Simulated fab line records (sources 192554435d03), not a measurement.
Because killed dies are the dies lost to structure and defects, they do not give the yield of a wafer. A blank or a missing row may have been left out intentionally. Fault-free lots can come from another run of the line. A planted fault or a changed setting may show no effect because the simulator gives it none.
The tool behind it: which one?	flow n5_finfet	30 wafers from 10 lots sampled at 2 of the route's 1938 steps

## WHAT THE GAUGES READ, wafer by wafer
N5_BEOL_M6_OVL_MEAS_12.
lot	measured	on	M6_OVL (nm)
L387	day 10 13:50	overlay-02	0.1 0.1 0.6
L389	day 10 19:33	overlay-02	0.2 -0.6 0.7
L392	day 11 00:37	overlay-02	0.5 1.1 0.8
L390	day 11 10:56	overlay-02	-0.1 0.4 -0.2
L393	day 12 05:51	overlay-01	-0.8 -0.5 0.0
L395	day 13 08:54	overlay-02	1.3 0.6 0.9
L400	day 15 08:16	overlay-01	-1.1 -0.3 -1.7
L404	day 15 15:34	overlay-01	0.9 0.6 0.1
L401	day 15 23:23	overlay-01	0.2 -0.5 -0.6
L406	day 16 19:17	overlay-02	-0.2 -0.4 0.0

## WHAT TOOL EACH LOT RAN ON (gives the tool, then ch and the chambers of the sampled wafers, and finally the start)
lot	N5_BEOL_M6_CURE_74
L387	uv_cure-02 ch 2, day 10 10:15
L389	uv_cure-02 ch 0, day 10 15:11
L392	uv_cure-01 ch 1, day 10 21:20
L390	uv_cure-03 ch 2, day 11 07:59
L393	uv_cure-02 ch 1, day 12 04:47
L395	uv_cure-01 ch 1, day 13 07:01
L400	uv_cure-03 ch 2, day 15 06:19
L404	uv_cure-03 ch 0, day 15 11:51
L401	uv_cure-01 ch 0, day 15 22:04
L406	uv_cure-01 ch 0, day 16 17:08
- N5_BEOL_M6_CURE_74: cures SiCOH lowk, time 240 s.

## THE ANSWER, worked out from the rows above alone
Rule: the usual values come from the lots themselves. The widest of any qualifying gaps counts: lots, ordered by their means at a reading, are off when they make up no more than a third of the lots, leave a main group of 4 or more, and stand apart from it by 3 or more times the standard deviation of that group's means. A main group is skipped when, at the precision printed for the reading in the tables above, its means are all equal. Also off: a lot with no number at a reading for which 4 or more lots have one. All remaining lots with rows at the step are treated as sound.
No lot is off on any of the readings shown, so nothing can be concluded from this.

## WHAT THE SIMULATOR PUT IN
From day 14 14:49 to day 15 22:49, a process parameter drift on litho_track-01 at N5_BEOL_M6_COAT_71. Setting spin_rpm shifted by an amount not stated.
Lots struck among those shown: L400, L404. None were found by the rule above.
